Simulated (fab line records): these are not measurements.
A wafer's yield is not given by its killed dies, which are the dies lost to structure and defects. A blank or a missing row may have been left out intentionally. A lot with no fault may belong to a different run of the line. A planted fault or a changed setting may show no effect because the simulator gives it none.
fab line records	flow n5-finfet	part 1 of 2: steps 1 to 4 of 6
[record] lots = 22	wafers = 66	last-day = 19
route steps=1938 shown MOL_CONTACT_COAG@559 BEOL_M0_SAQP@635
lots with no fault: from the same line, run without faults
start-h: hours from the record's first day to the start of the lot's first wafer shown	wait-h: hours from the lot's prior step to this one	" the same as in the row above	L1.1+2: a single row standing in for several wafers	- no value, or no start given	* or withheld: withheld	< > ~ a bound
route shown NAME@n: NAME is a module with steps in the file, n the number in the route of the first one	usual: mean/standard deviation of fault-free wafers	same: alike in all rows	chamber/n: place in a boat	sites: each site's reading	_std_site: standard deviation across them	_edge_site: the outer-site mean with the inner-site mean subtracted	radius-mm: for every site, how far away it sits from the centre of the wafer	mask NAME#n: copy n	behind: tool/chamber where the wafer was last shaped	hold: why the lot went on hold/how many hours it stayed there/how the hold came to an end	device: the n, p or np transistor that did not switch	end of line: tests run on the same wafers once the route is complete	a step without rows: its recipe alone	killed: dies that structure and defects cost at the first sort, which is not the same as the wafer's yield	map: shows each die of a wafer: x if killed, . if not, _ if none is there
set.NAME: the setting as run; set.NAME@STEP: as run at that earlier step	model.NAME: the simulator's own value behind a step, which no gauge read
one table for each step of the route and one row for each wafer, over a sample of lots
services: when a tool's chamber went out of use (start-h, in hours from the record's first day, below 0 if earlier), for how many hours, and the reason
[[steps]]
[step N5_MOL_CONTACT_COAG_ALD_27]
[recipe] material = SiOC	target-thk-a = 170	temp-c = 400	ald-precursor-family = carbosiloxane	ald-co-reactant = H2-plasma	pulse-time-s = 1.5	time-s = 2720	purge-time-s = 2	co-reactant-purge-time-s = 2	ald-cycles = 340	pressure-torr = 2
[usual] heater-power-w = 806/76	precursor-pulse-height-rel = 1.001/0.021
lot.wafer	tool	chamber	start-h	wait-h	heater-power-w	precursor-pulse-height-rel	since-wet-clean-h
L074.2	ald-sin-01	2	94.48	0.0	828	1.014	86
L074.3	"	3	"	"	779	1.001	86
L074.5	"	3	"	"	771	0.979	-
L075.3	ald-sin-03	1	100.72	0.0	829	1.008	198
L075.4	"	2	"	"	807	1.007	198
L075.6	"	1	"	"	845	1.001	-
L076.1	ald-sin-04	1	116.63	0.7	851	0.964	17
L076.5	"	2	"	"	1028	1.015	-
L076.6	"	1	"	"	865	0.983	-
L077.1	ald-sin-03	3	123.23	0.0	719	0.980	220
L077.2	"	0	"	"	807	1.006	220
L077.5	"	0	"	"	807	1.019	-
L078.2	ald-sin-03	2	126.67	0.4	832	1.013	224
L078.3	"	3	"	"	700	1.018	224
L078.6	"	0	"	"	798	0.984	-
L079.1	ald-sin-04	3	132.59	0.0	740	0.948	32
L079.2	"	0	"	"	725	0.980	32
L079.3	"	1	"	"	859	1.040	32
L080.1	ald-sin-01	1	136.19	0.0	828	1.006	128
L080.3	"	0	"	"	764	1.027	128
L080.4	"	3	"	"	778	0.982	128
L081.1	ald-sin-01	1	139.77	0.0	815	0.991	131
L081.2	"	2	"	"	793	0.997	131
L081.4	"	0	"	"	761	0.985	131
L082.1	ald-sin-04	1	143.11	0.1	858	1.005	43
L082.2	"	3	"	"	753	0.983	43
L082.5	"	3	"	"	731	0.996	-
L083.1	ald-sin-03	1	150.33	0.5	829	0.988	248
L083.2	"	2	"	"	826	0.977	248
L083.5	"	2	"	"	801	0.952	-
L084.2	ald-sin-03	0	157.50	0.0	787	0.973	255
L084.4	"	3	"	"	719	1.023	255
L084.6	"	2	"	"	845	1.002	-
L085.3	ald-sin-01	1	164.23	0.0	833	1.054	156
L085.5	"	3	"	"	805	0.984	-
L085.6	"	2	"	"	786	0.992	-
L086.1	ald-sin-01	3	171.96	0.0	802	1.009	163
L086.2	"	1	"	"	816	1.052	163
L086.4	"	0	"	"	791	1.020	163
L088.1	ald-sin-04	2	182.51	0.0	998	1.030	82
L088.2	"	0	"	"	709	1.019	82
L088.4	"	1	"	"	845	1.000	82
L089.1	ald-sin-04	1	186.98	0.3	832	0.973	87
L089.3	"	0	"	"	700	1.004	87
L089.5	"	0	"	"	709	1.029	-
L090.1	ald-sin-03	3	191.04	1.2	719	0.981	288
L090.2	"	2	"	"	827	0.985	288
L090.4	"	0	"	"	777	0.984	288
L091.1	ald-sin-03	3	199.68	0.0	721	0.994	297
L091.3	"	2	"	"	838	1.007	297
L091.6	"	1	"	"	842	0.994	-
L092.3	ald-sin-04	0	206.27	0.2	691	0.982	106
L092.4	"	3	"	"	747	0.963	106
L092.5	"	0	"	"	692	1.013	-
L094.1	ald-sin-03	0	218.93	1.4	824	0.993	316
L094.2	"	1	"	"	877	1.000	316
L094.5	"	1	"	"	842	1.000	-
L095.1	ald-sin-04	1	225.05	0.0	847	0.988	125
L095.5	"	1	"	"	837	1.014	-
L095.6	"	0	"	"	714	1.026	-
L096.3	ald-sin-03	3	232.51	0.0	721	0.992	330
L096.5	"	3	"	"	717	1.029	-
L096.6	"	2	"	"	820	0.996	-
L097.1	ald-sin-01	1	235.66	0.0	814	1.011	227
L097.3	"	2	"	"	817	0.992	227
L097.5	"	3	"	"	804	0.997	-
[step N5_MOL_CONTACT_COAG_STRIP_119]
[recipe] chemistry = N2/H2	time-s = 30	power-w = 1000	temp-c = 250	pressure-mtorr = withheld	n2-flow-sccm = 1750	h2-flow-sccm = 3250
[usual] drypump-motor-current-A = 5.8/0.35	heater-power-w = 326/24	n2-flow-sccm = 1749/5.5
lot.wafer	tool	chamber	start-h	wait-h	drypump-motor-current-A	heater-power-w	n2-flow-sccm	rf-hours-counter-h
L074.2	plasma-asher-01	0	100.24	0.1	6.1	300	1742	90
L074.3	"	1	"	"	5.3	334	1755	-
L074.5	"	0	"	"	6.1	302	1747	-
L075.3	plasma-asher-01	1	104.46	0.1	5.4	332	1743	-
L075.4	"	0	"	"	6.2	300	1753	-
L075.6	"	0	"	"	6.2	302	1755	-
L076.1	plasma-asher-01	1	120.67	0.1	5.4	345	1755	94
L076.5	"	0	"	"	6.2	302	1745	-
L076.6	"	1	"	"	5.3	342	1752	-
L077.1	plasma-asher-01	1	127.17	0.1	5.4	340	1754	96
L077.2	"	0	"	"	6.2	305	1754	96
L077.5	"	1	"	"	5.4	338	1751	-
L078.2	plasma-asher-01	0	130.31	0.1	6.2	307	1751	96
L078.3	"	0	"	"	6.2	300	1750	-
L078.6	"	1	"	"	5.4	332	1752	-
L079.1	plasma-asher-01	0	136.58	0.1	6.2	310	1759	97
L079.2	"	1	"	"	5.4	334	1751	97
L079.3	"	0	"	"	6.2	305	1754	-
L080.1	plasma-asher-01	1	140.90	0.1	5.4	339	1756	98
L080.3	"	0	"	"	6.2	303	1745	-
L080.4	"	1	"	"	5.4	333	1756	-
L081.1	plasma-asher-02	0	143.51	0.1	6.1	356	1752	53
L081.2	"	1	"	"	5.5	297	1749	53
L081.4	"	0	"	"	6.0	362	1752	-
L082.1	plasma-asher-02	1	147.87	0.1	5.5	304	1754	54
L082.2	"	0	"	"	6.0	361	1743	54
L082.5	"	1	"	"	5.5	300	1740	-
L083.1	plasma-asher-01	1	154.37	0.1	5.4	349	1751	100
L083.2	"	0	"	"	6.2	304	1745	100
L083.5	"	0	"	"	6.2	311	1747	-
L084.2	plasma-asher-02	0	161.87	0.1	6.1	360	1747	57
L084.4	"	0	"	"	6.1	353	1744	-
L084.6	"	0	"	"	6.0	357	1745	-
L085.3	plasma-asher-02	1	168.22	0.1	5.6	304	1752	-
L085.5	"	1	"	"	5.5	298	1746	-
L085.6	"	0	"	"	6.0	357	1741	-
L086.1	plasma-asher-01	1	177.25	0.1	5.4	338	1751	104
L086.2	"	0	"	"	6.2	312	1749	104
L086.4	"	0	"	"	6.2	305	1751	-
L088.1	plasma-asher-02	0	186.65	0.1	6.0	360	1750	62
L088.2	"	1	"	"	5.6	303	1741	62
L088.4	"	1	"	"	5.6	302	1745	-
L089.1	plasma-asher-02	1	190.95	0.1	5.5	303	1746	63
L089.3	"	0	"	"	6.0	362	1749	-
L089.5	"	1	"	"	5.5	297	1747	-
L090.1	plasma-asher-01	0	194.56	0.1	6.2	302	1752	108
L090.2	"	1	"	"	5.4	340	1755	108
L090.4	"	0	"	"	6.2	309	1753	-
L091.1	plasma-asher-02	1	203.64	0.1	5.5	294	1763	66
L091.3	"	1	"	"	5.5	300	1755	-
L091.6	"	1	"	"	5.5	300	1752	-
L092.3	plasma-asher-02	0	210.89	0.1	6.0	360	1743	-
L092.4	"	1	"	"	5.6	299	1751	-
L092.5	"	1	"	"	5.5	300	1743	-
L094.1	plasma-asher-02	0	222.68	0.1	6.0	359	1741	70
L094.2	"	1	"	"	5.5	301	1753	70
L094.5	"	0	"	"	6.0	363	1744	-
L095.1	plasma-asher-02	1	228.58	0.1	5.6	302	1757	71
L095.5	"	0	"	"	6.0	359	1742	-
L095.6	"	1	"	"	5.5	302	1748	-
L096.3	plasma-asher-01	0	236.05	0.1	6.2	307	1754	-
L096.5	"	0	"	"	6.2	306	1751	-
L096.6	"	1	"	"	5.4	342	1747	-
L097.1	plasma-asher-01	1	239.21	0.1	5.4	332	1759	116
L097.3	"	1	"	"	5.4	342	1757	-
L097.5	"	0	"	"	6.2	297	1748	-
[step N5_MOL_CONTACT_COAG_DESCUM_45]
[recipe] chemistry = O2	time-s = 7	source-power-w = 50	bias-power-w = 20	pressure-mtorr = 20	rf-frequency-hz = 2.712e+07	temp-c = 40	resist = CAR-EUV	o2-flow-sccm = 225
[usual] drypump-motor-current-A = 5.6/0.44	oes-product-au = 0.80/0.098	rf-fwd-power-W = 49.45/0.2	rf-vpp-V = 243.3/1.3	showerhead-plenum-p-Torr = 2.11/0.069	throttle-valve-pct = 20.46/0.22
lot.wafer	tool	chamber	start-h	wait-h	drypump-motor-current-A	oes-product-au	rf-fwd-power-W	rf-hours-counter-h	rf-vpp-V	showerhead-plenum-p-Torr	throttle-valve-pct
L074.2	rie-diel-03	1	100.83	0.0	5.8	0.70	49.82	193	242.7	2.07	20.13
L074.3	"	2	"	"	5.2	0.75	49.67	156	241.3	2.01	20.72
L074.5	"	0	"	"	5.0	0.89	49.07	-	243.8	2.13	20.29
L075.3	rie-diel-02	1	105.11	0.1	5.5	0.71	49.33	219	242.1	2.08	20.73
L075.4	"	0	"	"	6.3	0.85	49.53	51	244.1	2.14	20.77
L075.6	"	1	"	"	5.5	0.71	49.31	-	242.0	2.08	20.73
L076.1	rie-diel-02	0	121.49	0.0	6.3	0.84	49.30	57	242.8	2.14	20.78
L076.5	"	1	"	"	5.4	0.71	49.23	-	242.4	2.08	20.76
L076.6	"	0	"	"	6.3	0.84	49.23	-	244.4	2.14	20.78
L077.1	rie-diel-03	1	127.94	0.1	5.8	0.69	49.59	202	242.2	2.06	20.14
L077.2	"	3	"	"	4.9	0.69	49.39	248	241.3	1.96	20.45
L077.5	"	3	"	"	4.8	0.69	49.55	-	241.0	1.96	20.45
L078.2	rie-diel-04	0	130.90	0.0	5.8	0.70	49.51	194	243.4	2.17	20.38
L078.3	"	2	"	"	6.2	0.70	49.41	252	240.7	1.98	20.59
L078.6	"	1	"	"	5.7	0.77	49.34	-	244.0	2.06	20.34
L079.1	rie-diel-03	2	137.17	0.0	5.2	0.75	49.62	166	242.4	2.01	20.74
L079.2	"	1	"	"	5.8	0.69	49.63	206	244.8	2.06	20.14
L079.3	"	0	"	"	5.0	0.87	49.15	26	243.7	2.12	20.29
L080.1	rie-diel-04	1	141.52	0.1	5.7	0.77	49.74	171	243.3	2.06	20.35
L080.3	"	3	"	"	6.0	0.99	49.26	2	242.2	2.15	20.42
L080.4	"	0	"	"	5.8	0.70	49.68	-	245.6	2.17	20.38
L081.1	rie-diel-04	0	144.29	0.1	5.8	0.70	49.56	201	245.4	2.17	20.39
L081.2	"	3	"	"	6.0	0.98	49.46	4	244.6	2.14	20.42
L081.4	"	3	"	"	6.0	0.97	49.54	-	242.6	2.15	20.42
L082.1	rie-diel-02	2	148.76	0.3	5.2	0.79	49.69	109	243.7	2.22	20.42
L082.2	"	1	"	"	5.5	0.72	49.26	234	243.4	2.07	20.76
L082.5	"	0	"	"	6.3	0.84	49.47	-	243.6	2.14	20.78
L083.1	rie-diel-03	2	154.96	0.0	5.2	0.74	49.59	175	240.3	2.00	20.75
L083.2	"	0	"	"	5.0	0.86	49.47	35	243.1	2.12	20.31
L083.5	"	2	"	"	5.2	0.75	49.37	-	241.3	2.00	20.75
L084.2	rie-diel-02	2	162.46	0.0	5.2	0.77	49.48	114	244.3	2.22	20.43
L084.4	"	3	"	"	5.7	1.00	49.41	1	244.1	2.08	20.32
L084.6	"	1	"	"	5.4	0.70	49.53	-	243.2	2.07	20.80
L085.3	rie-diel-04	1	168.91	0.0	5.7	0.78	49.62	177	243.0	2.06	20.36
L085.5	"	3	"	"	6.0	0.94	49.83	-	243.3	2.14	20.42
L085.6	"	0	"	"	5.8	0.69	49.55	-	244.2	2.17	20.40
L086.1	rie-diel-04	0	177.96	0.0	5.8	0.70	49.56	212	243.7	2.17	20.41
L086.2	"	3	"	"	6.0	0.93	49.57	18	244.3	2.14	20.43
L086.4	"	2	"	"	6.2	0.98	49.51	4	244.7	2.24	20.27
L088.1	rie-diel-04	3	187.36	0.0	6.0	0.92	49.82	21	242.8	2.14	20.45
L088.2	"	2	"	"	6.2	0.96	49.19	6	243.9	2.24	20.27
L088.4	"	0	"	"	5.8	0.69	49.74	214	243.2	2.17	20.40
L089.1	rie-diel-02	3	191.74	0.2	5.7	0.94	49.32	10	242.3	2.08	20.34
L089.3	"	2	"	"	5.2	0.77	49.65	125	245.7	2.22	20.45
L089.5	"	0	"	"	6.3	0.82	49.19	-	244.5	2.13	20.82
L090.1	rie-diel-03	0	195.15	0.0	5.0	0.83	49.28	48	242.4	2.12	20.32
L090.2	"	3	"	"	4.8	0.94	49.26	13	245.6	2.21	20.04
L090.4	"	2	"	"	5.2	0.73	49.70	188	241.1	2.00	20.77
L091.1	rie-diel-03	0	204.35	0.0	5.0	0.81	49.28	50	243.1	2.12	20.31
L091.3	"	1	"	"	5.8	0.67	49.37	231	244.2	2.05	20.19
L091.6	"	0	"	"	5.0	0.82	49.18	-	244.1	2.12	20.34
L092.3	rie-diel-02	0	211.46	0.0	6.3	0.79	49.26	92	243.5	2.13	20.82
L092.4	"	3	"	"	5.7	0.90	49.33	-	243.3	2.08	20.36
L092.5	"	0	"	"	6.3	0.80	49.13	-	243.0	2.13	20.83
L094.1	rie-diel-02	2	223.46	0.1	5.2	0.75	49.83	140	245.9	2.21	20.46
L094.2	"	1	"	"	5.5	1.00	49.36	3	243.9	2.07	20.51
L094.5	"	3	"	"	5.7	0.90	49.20	-	243.1	2.07	20.37
L095.1	rie-diel-02	2	229.18	0.0	5.2	0.75	49.44	142	244.6	2.21	20.47
L095.5	"	2	"	"	5.2	0.75	49.33	-	244.8	2.21	20.47
L095.6	"	3	"	"	5.7	0.90	49.36	-	242.5	2.07	20.37
L096.3	rie-diel-03	1	236.70	0.1	5.8	0.66	49.35	241	242.8	2.05	20.21
L096.5	"	0	"	"	5.0	0.81	49.24	-	243.9	2.11	20.34
L096.6	"	3	"	"	4.9	0.90	49.81	-	246.6	2.21	20.05
L097.1	rie-diel-03	3	239.92	0.0	4.9	0.91	49.64	28	245.5	2.20	20.06
L097.3	"	1	"	"	5.8	0.67	49.53	242	242.7	2.05	20.19
L097.5	"	1	"	"	5.8	0.66	49.62	-	243.9	2.05	20.20
[step N5_BEOL_M0_SAQP_PECVD_03]
[recipe] material = SiCN	target-thk-a = 120	temp-c = withheld	precursor = 3MS/NH3	pressure-torr = 3	rf-w = 202	time-s = 21.1
[usual] rf-fwd-power-W = 199.8/0.67	showerhead-plenum-p-Torr = 3.673/0.0075	throttle-valve-pct = 9.3/0.41
lot.wafer	tool	chamber	start-h	wait-h	rf-fwd-power-W	showerhead-plenum-p-Torr	since-wet-clean-h	throttle-valve-pct
L074.2	pecvd-02	2	105.99	0.1	199.3	3.665	2079	9.6
L074.3	"	1	"	"	199.3	3.666	1354	10.0
L074.5	"	1	"	"	199.7	3.669	-	9.6
L075.3	pecvd-03	0	110.39	0.1	199.0	3.682	996	9.2
L075.4	"	2	"	"	199.2	3.676	-	8.5
L075.6	"	0	"	"	199.1	3.687	-	9.1
L076.1	pecvd-01	0	131.45	0.1	199.5	3.677	835	9.8
L076.5	"	0	"	"	199.9	3.688	-	9.3
L076.6	"	1	"	"	200.3	3.671	-	9.9
L077.1	pecvd-02	1	134.70	0.1	198.9	3.670	1382	9.9
L077.2	"	2	"	"	200.1	3.668	2107	9.8
L077.5	"	2	"	"	200.9	3.671	-	9.5
L078.2	pecvd-01	2	138.41	0.1	198.6	3.666	6	8.9
L078.3	"	1	"	"	200.0	3.658	1567	9.8
L078.6	"	0	"	"	199.0	3.686	-	9.5
L079.1	pecvd-01	2	145.54	0.1	199.8	3.663	13	9.0
L079.2	"	1	"	"	200.4	3.661	1574	9.8
L079.3	"	0	"	"	201.3	3.680	849	9.2
L080.1	pecvd-02	1	148.77	0.1	200.1	3.681	1396	9.7
L080.3	"	2	"	"	200.8	3.671	2121	9.7
L080.4	"	0	"	"	199.2	3.686	-	9.0
L081.1	pecvd-01	1	152.16	0.1	200.1	3.670	1581	9.9
L081.2	"	0	"	"	200.0	3.680	856	9.5
L081.4	"	1	"	"	200.4	3.659	-	9.7
L082.1	pecvd-03	1	156.46	0.1	199.9	3.674	1767	9.3
L082.2	"	2	"	"	200.0	3.673	258	8.6
L082.5	"	1	"	"	199.8	3.671	-	9.3
L083.1	pecvd-02	0	160.31	0.1	200.1	3.670	683	9.3
L083.2	"	1	"	"	199.8	3.678	1408	9.6
L083.5	"	1	"	"	199.4	3.671	-	9.8
L084.2	pecvd-02	0	171.35	0.1	201.0	3.680	694	9.3
L084.4	"	0	"	"	200.4	3.685	-	9.0
L084.6	"	1	"	"	198.4	3.667	-	9.9
L085.3	pecvd-02	1	174.86	0.1	199.2	3.668	1422	9.6
L085.5	"	0	"	"	199.6	3.673	-	9.3
L085.6	"	1	"	"	199.9	3.672	-	9.6
L086.1	pecvd-02	2	185.08	0.1	199.6	3.663	2158	9.7
L086.2	"	0	"	"	200.4	3.684	708	8.8
L086.4	"	2	"	"	199.4	3.675	-	9.5
L088.1	pecvd-03	0	192.75	0.1	198.7	3.683	1078	9.2
L088.2	"	1	"	"	198.8	3.660	1803	9.1
L088.4	"	2	"	"	199.0	3.659	-	8.8
L089.1	pecvd-03	0	197.79	0.1	197.9	3.681	1083	9.1
L089.3	"	2	"	"	199.6	3.666	299	8.6
L089.5	"	2	"	"	199.1	3.673	-	8.7
L090.1	pecvd-02	2	202.16	0.1	200.1	3.680	2175	9.8
L090.2	"	1	"	"	198.9	3.670	1450	9.6
L090.4	"	2	"	"	200.6	3.669	-	9.4
L091.1	pecvd-02	1	211.12	0.1	199.0	3.665	1459	9.6
L091.3	"	1	"	"	199.9	3.678	-	9.6
L091.6	"	0	"	"	201.0	3.665	-	8.9
L092.3	pecvd-01	1	217.16	0.1	200.8	3.667	1646	9.9
L092.4	"	1	"	"	199.7	3.662	-	9.8
L092.5	"	0	"	"	200.0	3.678	-	9.6
L094.1	pecvd-02	1	230.95	0.1	198.3	3.676	1479	9.4
L094.2	"	0	"	"	199.7	3.670	754	8.9
L094.5	"	0	"	"	199.5	3.674	-	9.3
L095.1	pecvd-02	1	235.13	0.1	199.9	3.664	1483	9.8
L095.5	"	0	"	"	199.8	3.676	-	9.1
L095.6	"	2	"	"	199.7	3.670	-	8.9
L096.3	pecvd-02	0	242.73	0.1	199.6	3.682	765	9.1
L096.5	"	0	"	"	199.7	3.665	-	9.0
L096.6	"	1	"	"	200.1	3.665	-	9.6
L097.1	pecvd-02	0	245.63	0.1	200.1	3.679	768	9.3
L097.3	"	1	"	"	199.9	3.672	1493	9.5
L097.5	"	2	"	"	200.5	3.675	-	8.6
